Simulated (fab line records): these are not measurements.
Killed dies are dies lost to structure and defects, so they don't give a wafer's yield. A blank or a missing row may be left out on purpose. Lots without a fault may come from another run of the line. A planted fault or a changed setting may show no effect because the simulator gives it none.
fab line records + flow nand-harc
[record]
- lots = 12
- wafers = 36
- last-day = 25
route steps=1159 shown A_BONDPAD@1087 THIN_TSV@1107 END@1159
lots that met no fault: taken from a fault-free run of the same line
start-h: hours from the record's opening day to when the first of the lot's shown wafers began + wait-h: time in hours since the lot's previous step + " unchanged from the row above + L1.1+2: one row covering several wafers at once + - no value, or no start was given + * or withheld: withheld + < > ~ a bound
route shown NAME@n: a module of which the file shows steps, and the number in the route of the first + usual: average and standard deviation across the fault-free wafers + same: alike in all rows + chamber/n: place in a boat + sites: per-site readings + _std_site: standard deviation across them + _edge_site: inner sites' mean taken away from outer sites' mean + radius-mm: how far each site lies from the wafer's centre + mask NAME#n: copy n + behind: the tool/chamber that last shaped the wafer + hold: reason for holding the lot/hours on hold/outcome of the hold + device: which transistor (n, p or np) failed to switch + end of line: at the end of the route, the tests of the same wafers + a step given without rows: its recipe and nothing more + killed: not the wafer's yield, but the dies lost to structure and defects at the first sort + map: per-die view of a wafer (x killed, . not killed, _ where there is no die)
set.NAME: the setting as run; set.NAME@STEP: as run at that earlier step + model.NAME: the simulator's own value behind a step, which no gauge read
one table for each step of the route and one row for each wafer, over a sample of lots
services: from which hour (start-h, from the record's first day; less than 0 if before it) a tool's chamber was out of use, for how many hours, and why
[[steps]]
[step NHARC_A_BONDPAD_ANNEAL_28]
[recipe]
- temp-c = 225
- time-s = 90
[usual]
- wafer_temp_C_max = 226.0/0.41
| lot.wafer | tool          | chamber | start-h | wait-h | wafer_temp_C_max |
|-----------|---------------|---------|---------|--------|------------------|
| L799.4    | rtp-anneal-02 | 0       | 416.71  | 0.4    | 225.8            |
| L799.5    | "             | 0       | "       | "      | 225.6            |
| L799.6    | "             | 0       | "       | "      | 225.6            |
| L800.1    | rtp-anneal-01 | 0       | 420.31  | 0.3    | 225.8            |
| L800.4    | "             | 0       | "       | "      | 225.9            |
| L800.6    | "             | 0       | "       | "      | 226.3            |
| L801.3    | rtp-anneal-02 | 0       | 436.71  | 0.5    | 225.3            |
| L801.5    | "             | 0       | "       | "      | 225.3            |
| L801.6    | "             | 0       | "       | "      | 225.6            |
| L805.1    | rtp-anneal-01 | 0       | 462.17  | 0.3    | 226.9            |
| L805.4    | "             | 0       | "       | "      | 226.5            |
| L805.5    | "             | 0       | "       | "      | 226.6            |
| L806.3    | rtp-anneal-01 | 0       | 463.04  | -      | 226.8            |
| L806.4    | "             | 0       | "       | "      | 227.0            |
| L806.5    | "             | 0       | "       | "      | 226.2            |
| L810.1    | rtp-anneal-02 | 0       | 471.94  | -      | 225.9            |
| L810.2    | "             | 0       | "       | "      | 225.7            |
| L810.6    | "             | 0       | "       | "      | 225.7            |
| L811.1    | rtp-anneal-01 | 0       | 475.15  | 0.3    | 226.2            |
| L811.4    | "             | 0       | "       | "      | 226.4            |
| L811.6    | "             | 0       | "       | "      | 226.1            |
| L812.1    | rtp-anneal-01 | 0       | 487.00  | 0.3    | 226.4            |
| L812.3    | "             | 0       | "       | "      | 225.6            |
| L812.5    | "             | 0       | "       | "      | 226.2            |
| L815.2    | rtp-anneal-01 | 0       | 521.30  | -      | 226.1            |
| L815.3    | "             | 0       | "       | "      | 226.0            |
| L815.5    | "             | 0       | "       | "      | 226.7            |
| L816.3    | rtp-anneal-02 | 0       | 529.46  | 0.3    | 225.9            |
| L816.5    | "             | 0       | "       | "      | 225.7            |
| L816.6    | "             | 0       | "       | "      | 225.7            |
| L821.1    | rtp-anneal-01 | 0       | 544.78  | -      | 226.3            |
| L821.5    | "             | 0       | "       | "      | 226.5            |
| L821.6    | "             | 0       | "       | "      | 226.3            |
| L820.3    | rtp-anneal-02 | 0       | 560.26  | -      | 225.5            |
| L820.5    | "             | 0       | "       | "      | 225.6            |
| L820.6    | "             | 0       | "       | "      | 225.5            |
[step NHARC_THIN_TSV_DEP_43]
[recipe]
- target-thk-a = 13285
- temp-c = withheld
- pressure-torr = 6.5
- rf-w = 900
- teos-flow-sccm = 161.4
- flow-sccm = 2650
- target-thk-nm = 1328.5
- gas = O2
- material = SiO2
[usual]
- chamber-pressure-Torr = 6.500/0.012
- throttle-valve-pct = 16.1/0.4
| lot.wafer | tool     | chamber | start-h | wait-h | chamber-pressure-Torr | throttle-valve-pct |
|-----------|----------|---------|---------|--------|-----------------------|--------------------|
| L799.4    | pecvd-02 | 2       | 433.54  | -      | 6.505                 | 16.2               |
| L799.5    | "        | 0       | "       | "      | 6.491                 | 16.6               |
| L799.6    | "        | 1       | "       | "      | 6.489                 | 16.3               |
| L800.1    | pecvd-02 | 2       | 434.72  | -      | 6.501                 | 16.0               |
| L800.4    | "        | 0       | "       | "      | 6.485                 | 16.6               |
| L800.6    | "        | 2       | "       | "      | 6.497                 | 16.3               |
| L801.3    | pecvd-02 | 0       | 449.21  | -      | 6.486                 | 16.4               |
| L801.6    | "        | 2       | "       | "      | 6.518                 | 16.0               |
| L801.5    | "        | 1       | "       | "      | 6.489                 | 16.3               |
| L806.3    | pecvd-04 | 2       | 478.94  | -      | 6.508                 | 15.8               |
| L806.4    | "        | 0       | "       | "      | 6.499                 | 15.6               |
| L806.5    | "        | 1       | "       | "      | 6.483                 | 15.6               |
| L805.1    | pecvd-02 | 0       | 480.05  | -      | 6.485                 | 16.6               |
| L805.5    | "        | 1       | "       | "      | 6.476                 | 16.4               |
| L805.4    | "        | 2       | "       | "      | 6.491                 | 16.3               |
| L810.2    | pecvd-01 | 1       | 486.94  | -      | 6.481                 | 16.6               |
| L810.1    | "        | 0       | "       | "      | 6.514                 | 16.0               |
| L810.6    | "        | 0       | "       | "      | 6.492                 | 15.9               |
| L811.1    | pecvd-01 | 0       | 489.45  | -      | 6.491                 | 16.2               |
| L811.6    | "        | 2       | "       | "      | 6.502                 | 16.8               |
| L811.4    | "        | 0       | "       | "      | 6.494                 | 15.9               |
| L812.3    | pecvd-04 | 2       | 501.48  | -      | 6.512                 | 15.8               |
| L812.1    | "        | 0       | "       | "      | 6.504                 | 15.7               |
| L812.5    | "        | 1       | "       | "      | 6.524                 | 15.4               |
| L815.3    | pecvd-04 | 1       | 535.15  | -      | 6.478                 | 15.5               |
| L815.2    | "        | 2       | "       | "      | 6.499                 | 16.0               |
| L815.5    | "        | 2       | "       | "      | 6.487                 | 15.9               |
| L816.3    | pecvd-02 | 0       | 544.60  | -      | 6.499                 | 16.1               |
| L816.5    | "        | 1       | "       | "      | 6.506                 | 16.2               |
| L816.6    | "        | 2       | "       | "      | 6.479                 | 15.7               |
| L821.1    | pecvd-02 | 2       | 558.23  | -      | 6.477                 | 15.5               |
| L821.5    | "        | 1       | "       | "      | 6.471                 | 16.3               |
| L821.6    | "        | 2       | "       | "      | 6.499                 | 15.6               |
| L820.3    | pecvd-01 | 0       | 572.74  | -      | 6.509                 | 16.3               |
| L820.5    | "        | 2       | "       | "      | 6.521                 | 16.9               |
| L820.6    | "        | 1       | "       | "      | 6.502                 | 16.8               |
[step NHARC_THIN_TSV_ETCH_59]
[recipe]
- target-depth-a = 8800
- icp-w = 900
- bias-w = 100
- Cl2_flow_sccm = 60
- bcl3-flow-sccm = 30
- time-s = 138.1
- chemistry = Cl2/BCl3
[usual]
- drypump-motor-current-A = 5.6/0.4
- oes-product-au = 1.007/0.0099
- run-length-s = 159.5/0.48
- throttle-valve-pct = 22.264/0.0089
| lot.wafer | tool         | chamber | start-h | wait-h | drypump-motor-current-A | oes-product-au | rf-hours-counter-h | run-length-s | throttle-valve-pct |
|-----------|--------------|---------|---------|--------|-------------------------|----------------|--------------------|--------------|--------------------|
| L799.4    | rie-metal-01 | 0       | 440.75  | 0.2    | 5.3                     | 1.011          | -                  | 158.8        | 22.275             |
| L799.5    | "            | 0       | "       | "      | 5.3                     | 0.999          | -                  | 159.2        | 22.270             |
| L799.6    | "            | 1       | "       | "      | 5.7                     | 0.995          | -                  | 159.9        | 22.257             |
| L800.1    | rie-metal-02 | 1       | 441.76  | 0.1    | 5.9                     | 1.007          | 3.9                | 160.2        | 22.273             |
| L800.4    | "            | 1       | "       | "      | 5.9                     | 1.011          | -                  | 159.7        | 22.261             |
| L800.6    | "            | 1       | "       | "      | 5.9                     | 0.998          | -                  | 159.9        | 22.270             |
| L801.3    | rie-metal-02 | 1       | 456.82  | 0.3    | 5.9                     | 1.006          | -                  | 159.5        | 22.254             |
| L801.5    | "            | 1       | "       | "      | 5.9                     | 0.997          | -                  | 159.9        | 22.271             |
| L801.6    | "            | 1       | "       | "      | 5.9                     | 1.010          | -                  | 159.9        | 22.260             |
| L806.4    | rie-metal-01 | 1       | 486.08  | 0.2    | 5.6                     | 1.007          | -                  | 159.7        | 22.258             |
| L806.3    | "            | 0       | "       | "      | 5.4                     | 1.002          | -                  | 158.7        | 22.263             |
| L806.5    | "            | 0       | "       | "      | 5.4                     | 1.002          | -                  | 158.7        | 22.258             |
| L805.1    | rie-metal-02 | 1       | 486.90  | 0.1    | 5.9                     | 1.008          | 6.1                | 160.3        | 22.259             |
| L805.4    | "            | 0       | "       | "      | 4.8                     | 1.003          | -                  | 159.4        | 22.260             |
| L805.5    | "            | 0       | "       | "      | 4.8                     | 1.002          | -                  | 159.5        | 22.264             |
| L810.1    | rie-metal-02 | 0       | 494.68  | 0.1    | 4.8                     | 1.011          | 0.9                | 160.1        | 22.269             |
| L810.2    | "            | 1       | "       | "      | 5.9                     | 1.011          | 6.7                | 159.5        | 22.271             |
| L810.6    | "            | 1       | "       | "      | 5.9                     | 1.005          | -                  | 159.9        | 22.268             |
| L811.1    | rie-metal-01 | 1       | 496.55  | 0.1    | 5.6                     | 1.002          | 6.3                | 159.9        | 22.280             |
| L811.4    | "            | 0       | "       | "      | 5.4                     | 1.005          | -                  | 158.4        | 22.252             |
| L811.6    | "            | 1       | "       | "      | 5.7                     | 1.012          | -                  | 160.0        | 22.265             |
| L812.1    | rie-metal-02 | 0       | 508.98  | 0.1    | 4.8                     | 0.998          | 1.6                | 159.7        | 22.260             |
| L812.3    | "            | 1       | "       | "      | 5.9                     | 1.008          | -                  | 159.6        | 22.250             |
| L812.5    | "            | 1       | "       | "      | 5.9                     | 1.003          | -                  | 159.6        | 22.272             |
| L815.2    | rie-metal-03 | 1       | 542.91  | 0.1    | 5.9                     | 1.022          | 1.0                | 172.3        | 22.263             |
| L815.3    | "            | 0       | "       | "      | 6.2                     | 1.012          | -                  | 159.0        | 22.256             |
| L815.5    | "            | 0       | "       | "      | 6.2                     | 1.012          | -                  | 159.3        | 22.277             |
| L816.3    | rie-metal-03 | 1       | 551.51  | 0.1    | 5.8                     | 1.032          | -                  | 172.1        | 22.257             |
| L816.6    | "            | 1       | "       | "      | 5.8                     | 1.034          | -                  | 172.2        | 22.265             |
| L816.5    | "            | 0       | "       | "      | 6.2                     | 1.005          | -                  | 159.0        | 22.250             |
| L821.1    | rie-metal-01 | 1       | 565.26  | 0.2    | 5.7                     | 0.975          | 0.4                | 160.3        | 22.268             |
| L821.5    | "            | 0       | "       | "      | 5.3                     | 0.999          | -                  | 158.7        | 22.282             |
| L821.6    | "            | 1       | "       | "      | 5.7                     | 0.970          | -                  | 160.1        | 22.263             |
| L820.3    | rie-metal-02 | 0       | 580.43  | 0.2    | 4.8                     | 0.996          | -                  | 159.6        | 22.256             |
| L820.6    | "            | 0       | "       | "      | 4.8                     | 0.998          | -                  | 159.4        | 22.271             |
| L820.5    | "            | 1       | "       | "      | 5.9                     | 1.010          | -                  | 159.9        | 22.289             |
[step NHARC_THIN_TSV_STRIP_56]
[recipe]
- power-w = 1500
- temp-c = 250
- chemistry = O2
[usual]
- drypump-motor-current-A = 5.7/0.46
- heater-power-w = 350/27
| lot.wafer | tool            | chamber | start-h | wait-h | drypump-motor-current-A | heater-power-w | rf-hours-counter-h |
|-----------|-----------------|---------|---------|--------|-------------------------|----------------|--------------------|
| L799.4    | plasma-asher-01 | 0       | 441.18  | 0.2    | 5.0                     | 344            | -                  |
| L799.6    | "               | 1       | "       | "      | 5.8                     | 394            | -                  |
| L799.5    | "               | 0       | "       | "      | 4.9                     | 344            | -                  |
| L800.1    | plasma-asher-02 | 0       | 442.42  | 0.2    | 6.2                     | 327            | 25                 |
| L800.4    | "               | 1       | "       | "      | 5.9                     | 346            | -                  |
| L800.6    | "               | 1       | "       | "      | 5.9                     | 353            | -                  |
| L801.3    | plasma-asher-02 | 0       | 458.47  | 1.3    | 6.2                     | 315            | -                  |
| L801.5    | "               | 1       | "       | "      | 5.8                     | 348            | -                  |
| L801.6    | "               | 0       | "       | "      | 6.2                     | 330            | -                  |
| L806.3    | plasma-asher-02 | 1       | 486.46  | 0.2    | 5.8                     | 340            | -                  |
| L806.4    | "               | 0       | "       | "      | 6.2                     | 321            | -                  |
| L806.5    | "               | 0       | "       | "      | 6.2                     | 320            | -                  |
| L805.1    | plasma-asher-01 | 0       | 487.23  | 0.1    | 4.9                     | 334            | 7                  |
| L805.4    | "               | 0       | "       | "      | 4.9                     | 331            | -                  |
| L805.5    | "               | 1       | "       | "      | 5.7                     | 389            | -                  |
| L810.1    | plasma-asher-01 | 1       | 495.04  | 0.1    | 5.8                     | 392            | 12                 |
| L810.2    | "               | 0       | "       | "      | 5.0                     | 323            | 12                 |
| L810.6    | "               | 1       | "       | "      | 5.8                     | 396            | -                  |
| L811.1    | plasma-asher-02 | 0       | 496.92  | 0.1    | 6.2                     | 321            | 45                 |
| L811.4    | "               | 1       | "       | "      | 5.9                     | 347            | -                  |
| L811.6    | "               | 1       | "       | "      | 5.9                     | 345            | -                  |
| L812.1    | plasma-asher-01 | 1       | 509.34  | 0.1    | 5.7                     | 393            | 17                 |
| L812.3    | "               | 1       | "       | "      | 5.7                     | 397            | -                  |
| L812.5    | "               | 0       | "       | "      | 4.9                     | 341            | -                  |
| L815.2    | plasma-asher-01 | 0       | 543.90  | 0.7    | 4.9                     | 339            | 28                 |
| L815.3    | "               | 1       | "       | "      | 5.8                     | 396            | -                  |
| L815.5    | "               | 1       | "       | "      | 5.8                     | 384            | -                  |
| L816.3    | plasma-asher-01 | 1       | 552.00  | 0.3    | 5.8                     | 387            | -                  |
| L816.6    | "               | 0       | "       | "      | 4.9                     | 325            | -                  |
| L816.5    | "               | 1       | "       | "      | 5.8                     | 381            | -                  |
| L821.1    | plasma-asher-02 | 1       | 565.58  | 0.1    | 5.8                     | 370            | 7                  |
| L821.5    | "               | 1       | "       | "      | 5.8                     | 373            | -                  |
| L821.6    | "               | 0       | "       | "      | 6.2                     | 322            | -                  |
| L820.3    | plasma-asher-01 | 0       | 580.80  | 0.2    | 4.9                     | 340            | -                  |
| L820.6    | "               | 0       | "       | "      | 4.9                     | 333            | -                  |
| L820.5    | "               | 1       | "       | "      | 5.8                     | 384            | -                  |
[step NHARC_END_SORT_01]
[recipe]
- temp-c = 25
[usual]
- defect-limited-yield = 95.3/1.6
- killed-at-array = 27/11
- killed-at-other = 0.7/1.1
- killed-at-periphery = 3.6/2.4
- killed-dies = 32/11
- killed-open = 3.3/1.8
- killed-short = 2.1/1.5
- sort_bin_2_pct = 1.4/0.64
- sort_bin_3_pct = 0.29/0.22
- sort_bin_4_pct = 3.0/1.1
- sort-n-pass = 645/11
- sort-rim-yield-pct = 95/3.5
- sort-yield-pct = 95.3/1.6
[same]
- gross-dies = 677
- sort_bin_5_pct[%] = 0
- sort_bin_6_pct[%] = 0
- sort_bin_7_pct[%] = 0
- sort_bin_8_pct[%] = 0
- sort-rim-n-gross = 106.00
| lot.wafer | tool      | chamber | start-h | wait-h | defect-limited-yield[%] | killed-at-array | killed-at-other | killed-at-periphery | killed-dies | killed-open | killed-short | sort_bin_2_pct[%] | sort_bin_3_pct[%] | sort_bin_4_pct[%] | sort-n-pass | sort-rim-yield-pct[%] | sort-yield-pct[%] |
|-----------|-----------|---------|---------|--------|-------------------------|-----------------|-----------------|---------------------|-------------|-------------|--------------|-------------------|-------------------|-------------------|-------------|-----------------------|-------------------|
| L811.1    | prober-01 | 0       | 517.76  | 2.5    | 95.3                    | 29              | 0               | 3                   | 32          | 2           | 3            | 1.9               | 0.30              | 2.5               | 645         | 97                    | 95.3              |
| L811.4    | prober-01 | 0       | 520.17  | 3.4    | 95.4                    | 29              | 0               | 2                   | 31          | 5           | 1            | 1.5               | 0.44              | 2.7               | 646         | 99                    | 95.4              |
| L811.6    | prober-01 | 0       | 521.77  | 4.0    | 94.5                    | 34              | 1               | 2                   | 37          | 7           | 3            | 2.5               | 0.15              | 2.8               | 640         | 100                   | 94.5              |
// killed by level:class
L811.1 A_CHANNEL_HOLE_D1:chamber-film-flake=20 A_CONTACT:chamber-film-flake=4 P_CONTACT:geometric-particle:open=2 A_CHANNEL_FILL_D1:geometric-particle:short=1 A_SLIT:geometric-particle:short=1 A_WL_FILL:geometric-particle:short=1 P_GATE:chamber-film-flake=1 A_STAIRCASE:chamber-film-flake=1
L811.4 A_CHANNEL_HOLE_D1:chamber-film-flake=19 A_M0:geometric-particle:open=4 A_CONTACT:chamber-film-flake=3 A_WL_FILL:geometric-particle:short=1 A_CONTACT:geometric-particle:open=1 P_STI:chamber-film-flake=1 P_GATE:chamber-film-flake=1 A_SLIT:chamber-film-flake=1
L811.6 A_CHANNEL_HOLE_D1:chamber-film-flake=18 A_CONTACT:chamber-film-flake=4 A_CHANNEL_FILL_D1:geometric-particle:open=2 A_STAIRCASE:chamber-film-flake=2 A_WL_FILL:chamber-film-flake=2 P_CONTACT:geometric-particle:open=1 P_M0:geometric-particle:open=1 A_CHANNEL_FILL_D1:geometric-particle:short=1
[[services]]
| tool            | chamber | start-h | hours | kind       |
|-----------------|---------|---------|-------|------------|
| rie-metal-02    | 0       | 397.00  | -     | clean      |
| rie-metal-02    | 1       | 397.00  | -     | clean      |
| rie-metal-02    | 0       | 398.96  | 67.1  | repair     |
| plasma-asher-02 | -       | 406.76  | 1.2   | repair     |
| rie-metal-03    | -       | 416.59  | 83.9  | repair     |
| pecvd-01        | -       | 418.32  | 13.0  | pm         |
| pecvd-02        | -       | 422.12  | 0.9   | repair     |
| plasma-asher-01 | -       | 453.03  | 9.0   | pm         |
| plasma-asher-01 | 0       | 453.03  | 9.0   | vent-cycle |
| plasma-asher-01 | 1       | 453.03  | 9.0   | vent-cycle |
| plasma-asher-01 | 0       | 462.03  | -     | clean      |
| plasma-asher-01 | 1       | 462.03  | -     | clean      |
| pecvd-01        | 1       | 471.42  | 11.0  | repair     |
| pecvd-04        | -       | 472.32  | 2.2   | repair     |
| rie-metal-02    | -       | 480.54  | 0.4   | repair     |
| rie-metal-03    | -       | 500.49  | 9.0   | pm         |
| rie-metal-01    | -       | 509.00  | 9.0   | pm         |
| pecvd-02        | -       | 515.29  | 13.0  | pm         |
| pecvd-02        | 0       | 515.29  | 13.0  | vent-cycle |
| plasma-asher-02 | -       | 537.00  | 9.0   | pm         |
| pecvd-01        | 0       | 542.56  | 3.8   | repair     |
| rie-metal-01    | 1       | 542.88  | 20.6  | repair     |
| pecvd-04        | -       | 557.57  | 13.0  | pm         |
| rie-metal-02    | -       | 565.00  | 9.0   | pm         |
[[key]]
[first-sign]
- step = NHARC_THIN_TSV_ETCH_59
- reading = run-length-s
- direction = up
- sigmas = 26
- usual = *
- struck = *
effect none on later readings
met-at NHARC_THIN_TSV_ETCH_59
struck-lots L815,L816
struck-wafers L815.2,L816.3,L816.6
not-acting-at NHARC_A_BONDPAD_ANNEAL_28,NHARC_THIN_TSV_DEP_43,NHARC_THIN_TSV_STRIP_56
[fault]
- kind = process-parameter-drift
- tool = rie-metal-03
- chamber = 1
- onset-h = 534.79
- steps = NHARC_THIN_TSV_ETCH_59
- channel = time-s
- offset = *
- shape = step
- end-h = 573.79
- acts-in = *
- stated = *
